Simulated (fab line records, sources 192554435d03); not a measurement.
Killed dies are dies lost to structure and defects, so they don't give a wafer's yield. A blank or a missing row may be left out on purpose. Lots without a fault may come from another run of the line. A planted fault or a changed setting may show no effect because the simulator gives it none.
Tool commonality check | flow n5_finfet | 8 lots, 24 wafers sampled

WHY IT WAS OPENED
At N5_FIN_SAQP_CD_MEAS_27 the reading cd_nm is flagged on 2 of 8 lots. Wafers without a fault read 20.28 nm, standard deviation 0.2.
Rule: a lot is flagged when every wafer of it that has a number lies more than 4 standard deviations from that mean, or none has a number. The other lots count as sound.

lot  | measured    | on        | cd_nm (nm), wafer by wafer | flag
L559 | day 2 01:44 | cd_sem-02 | 20.30 20.02 20.18          |
L561 | day 2 12:56 | cd_sem-02 | 20.41 20.53 20.31          |
L563 | day 3 02:00 | cd_sem-02 | 20.26 20.34 20.39          |
L565 | day 3 14:02 | cd_sem-01 | 20.39 19.95 20.38          |
L575 | day 6 00:02 | cd_sem-01 | 16.11 16.17 16.03          | FLAGGED
L576 | day 6 05:52 | cd_sem-03 | 16.20 16.15 16.06          | FLAGGED
L580 | day 7 06:48 | cd_sem-01 | 20.47 20.20 20.33          |
L582 | day 7 20:22 | cd_sem-01 | 20.26 20.20 20.11          |
The numbers of the flagged lots are 16.12 nm on average: -4.16 nm against the usual, or -21 standard deviations.

WHICH TOOL RAN EACH LOT
The record holds 2 process steps before the reading, out of a route of 1938 steps. In each cell: the tool, then ch and the chambers that the sampled wafers went through, then the start.
lot  | flag    | N5_FIN_SAQP_ETCH_51               | N5_FIN_SAQP_SPACER1_ALD_24
L559 |         | rie_diel-01 ch 1,2, day 1 23:31   | ald_sin-04 ch 1,2,3, day 2 00:49
L561 |         | rie_diel-05 ch 0,2,3, day 2 10:57 | ald_sin-01 ch 0,1,3, day 2 12:01
L563 |         | rie_diel-05 ch 1,2,3, day 2 23:55 | ald_sin-04 ch 0,3, day 3 01:02
L565 |         | rie_diel-05 ch 1,2,3, day 3 11:51 | ald_sin-03 ch 2,3, day 3 12:54
L575 | FLAGGED | rie_diel-06 ch 1,2,3, day 5 22:04 | ald_sin-04 ch 0,2,3, day 5 23:08
L576 | FLAGGED | rie_diel-06 ch 1,2,3, day 6 03:51 | ald_sin-04 ch 0,2,3, day 6 04:55
L580 |         | rie_diel-06 ch 0,2,3, day 7 03:52 | ald_sin-01 ch 0,1, day 7 05:53
L582 |         | rie_diel-01 ch 1,2,3, day 7 17:35 | ald_sin-01 ch 0,3, day 7 19:27
What these steps do:
- N5_FIN_SAQP_ETCH_51: etches SiARC in CF4, target depth 45.5 nm, time 75.8 s.
- N5_FIN_SAQP_SPACER1_ALD_24: deposits SiO2, target thk 20.3 nm, pulse time 1 s, purge time 2 s.
- N5_FIN_SAQP_CD_MEAS_27: target cd 20 nm.

FLAGGED OVER TOTAL, TOOL BY TOOL (the gauges that took the reading come last)
step                       | tool        | lots run | flagged | share of the flagged lots | sound lots run after its first flagged lot
N5_FIN_SAQP_ETCH_51        | rie_diel-01 | 2        | 0       | none                      | -
N5_FIN_SAQP_ETCH_51        | rie_diel-05 | 3        | 0       | none                      | -
N5_FIN_SAQP_ETCH_51        | rie_diel-06 | 3        | 2       | all                       | 1 (L580)
N5_FIN_SAQP_SPACER1_ALD_24 | ald_sin-01  | 3        | 0       | none                      | -
N5_FIN_SAQP_SPACER1_ALD_24 | ald_sin-03  | 1        | 0       | none                      | -
N5_FIN_SAQP_SPACER1_ALD_24 | ald_sin-04  | 4        | 2       | all                       | 0
N5_FIN_SAQP_CD_MEAS_27     | cd_sem-01   | 4        | 1       | some                      | 2 (L580,L582)
N5_FIN_SAQP_CD_MEAS_27     | cd_sem-02   | 3        | 0       | none                      | -
N5_FIN_SAQP_CD_MEAS_27     | cd_sem-03   | 1        | 1       | some                      | 0

WHAT THE TABLE ALLOWS
2 rows of the table ran every flagged lot: rie_diel-06 at N5_FIN_SAQP_ETCH_51, ald_sin-04 at N5_FIN_SAQP_SPACER1_ALD_24.
- rie_diel-06 at N5_FIN_SAQP_ETCH_51: 2 of its 3 lots flagged. Sound lots ran on it after the first flagged one (L580), which a lasting fault on the whole tool wouldn't allow.
- ald_sin-04 at N5_FIN_SAQP_SPACER1_ALD_24: 2 of its 4 lots flagged. Its last sound lot is L563 (day 3 01:02), its first flagged lot L575 (day 5 23:08): a fault that began between those two fits.
One tool is left: ald_sin-04 at N5_FIN_SAQP_SPACER1_ALD_24.

WHAT THE SIMULATOR HAD PUT IN
Process parameter drift: ald_sin-04, from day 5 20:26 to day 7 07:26, at N5_FIN_SAQP_SPACER1_ALD_24. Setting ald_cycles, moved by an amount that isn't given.
Lots struck among those shown: L575, L576. The rule above found the same.
